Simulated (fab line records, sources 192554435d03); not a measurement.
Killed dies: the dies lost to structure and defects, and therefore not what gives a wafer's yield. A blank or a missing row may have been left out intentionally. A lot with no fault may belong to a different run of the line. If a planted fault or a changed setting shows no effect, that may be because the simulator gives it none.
Comparing a struck lot with a sound one | flow n5Finfet | 36 steps out of a route of 1938
Sound: the wafers L796.2, L796.3, L796.6. Struck: wafer L810.1 (left out: L810.2, L810.5 of the same lot, which were not struck); the cause appears at the end.
For every step that has rows: the tool of each side, followed by ch and its chambers, followed by its first start. Under that, the readings that differ: sound wafers | struck wafers | difference of the means | sigmas: that difference in standard deviations of wafers without a fault.
alike: readings whose means differ by less than 2 such deviations, and words and numbers that are the same on both sides. not compared: withheld readings, readings that some wafer has no value for, bounds like >300 that may hide the same value, and numbers for which the record gives no deviation and whose values overlap.
Wherever a step has rows on one side only, a row that says differs or no value, or a row with sigmas, the two part there. Numbers that have no deviation but don't overlap get no sigmas and don't part them. Lack of a reading on every wafer of one side parts them only where that side has two or more wafers.

first, 9 steps without rows for these wafers: N5_WELL_APT_DESCUM_30 (chemistry O2, time 7.9 s); N5_WELL_APT_IMPLANT_31; N5_WELL_APT_IMPLANT_32; N5_WELL_APT_STRIP_33 (strips in SPM, time 900 s); N5_WELL_APT_RTA_34 (time 10 s); N5_WELL_APT_OXIDE_STRIP_42 (strips SiO2 in dHF, time 45 s, target depth 12 nm); N5_WELL_APT_PRECLEAN_36 (cleans in O3/DIW, time 45 s); N5_WELL_APT_PRECLEAN_39 (cleans in dHF, time 60 s); N5_WELL_APT_SRD_37 (time 30 s).
N5_WELL_APT_EPI_41: deposits Si from SiH4/H2, target thk 50 nm, time 297.7 s.
  sound on epiRpcvd-01 ch 0, day 1 22:38; struck on epiRpcvd-01 ch 0, day 5 10:31
reading                                | sound             | struck | difference | sigmas
model.Si_of_WELL_APT_EPI_41.thkNm (nm) | 50.49 49.85 49.97 | 36.92  | -13.18     | 
  alike: throttleValvePct
then, 24 steps without rows for these wafers: N5_PMOS_HMC_CHANNEL_EPI_HM_DEP_34 (deposits SiO2 from TEOS/O2, target thk 36 nm, time 6.9 s); N5_PMOS_HMC_CHANNEL_EPI_COAT_31 (time 60 s, resist thk 66 nm); N5_PMOS_HMC_CHANNEL_EPI_COAT_03 (resist thk 205 nm); N5_PMOS_HMC_CHANNEL_EPI_EBR_05; N5_PMOS_HMC_CHANNEL_EPI_SOFTBAKE_04 (time 60 s); N5_PMOS_HMC_CHANNEL_EPI_EXPOSE_06 (exposes mask PMOS HMC BLK, target cd 240 nm); N5_PMOS_HMC_CHANNEL_EPI_PEB_07 (peb time 60 s); N5_PMOS_HMC_CHANNEL_EPI_DEVELOP_08 (develop time 30 s); N5_PMOS_HMC_CHANNEL_EPI_DESCUM_14 (chemistry O2, time 7.9 s); N5_PMOS_HMC_CHANNEL_EPI_ETCH_32 (etches BARC in N2/H2, stops on SiO2, target depth 85.8 nm, time 50.3 s); N5_PMOS_HMC_CHANNEL_EPI_HM_OPEN_15 (chemistry CHF3/O2, target SiO2, target depth 40.6 nm, time 20.3 s); N5_PMOS_HMC_CHANNEL_EPI_STRIP_33 (strips in N2/H2); N5_PMOS_HMC_CHANNEL_EPI_STRIP_17 (strips in SPM, time 750 s); N5_PMOS_HMC_CHANNEL_EPI_ETCH_38 (etches SiO2 in CF4, target depth 1.5 nm); N5_PMOS_HMC_CHANNEL_EPI_FIN_RECESS_16 (chemistry HBr/Cl2, target Si, target depth 54 nm, time 18 s); N5_PMOS_HMC_CHANNEL_EPI_PRECLEAN_36 (cleans in O3/DIW, time 45 s); N5_PMOS_HMC_CHANNEL_EPI_PRECLEAN_18 (cleans in DHF, time 30 s); N5_PMOS_HMC_CHANNEL_EPI_SRD_19 (time 30 s); N5_PMOS_HMC_CHANNEL_EPI_EPI_20 (deposits SiGe30, target thk 59 nm); N5_PMOS_HMC_CHANNEL_EPI_HM_STRIP_35 (strips SiO2 in dHF, material SiO2, target depth 39.6 nm, time 216 s); N5_PMOS_HMC_CHANNEL_EPI_SRD_39 (time 30 s); N5_PMOS_HMC_CHANNEL_EPI_CMP_21 (polishes SiGe30, target thk 54 nm); N5_PMOS_HMC_CHANNEL_EPI_PRECLEAN_40 (cleans in DHF, time 30 s); N5_PMOS_HMC_CHANNEL_EPI_PRECLEAN_37 (cleans in O3/DIW, time 45 s).
N5_SD_EPI_N_STRIP_18: strips in SPM, time 750 s.
  sound on wetBench-04 ch 0,3,7, day 3 07:26; struck on wetBench-04 ch 3, day 6 22:05
reading                                | sound     | struck | difference | sigmas
model.Si_of_WELL_APT_EPI_41.thkNm (nm) | 9.6 9 9.2 | 5.6    | -3.7       | 
after that, 1 step had no rows for these wafers: N5_PASSIVATION_PROBE_49.

WHERE THEY PART
Nowhere in this record.

WHY: whatever the simulator had introduced
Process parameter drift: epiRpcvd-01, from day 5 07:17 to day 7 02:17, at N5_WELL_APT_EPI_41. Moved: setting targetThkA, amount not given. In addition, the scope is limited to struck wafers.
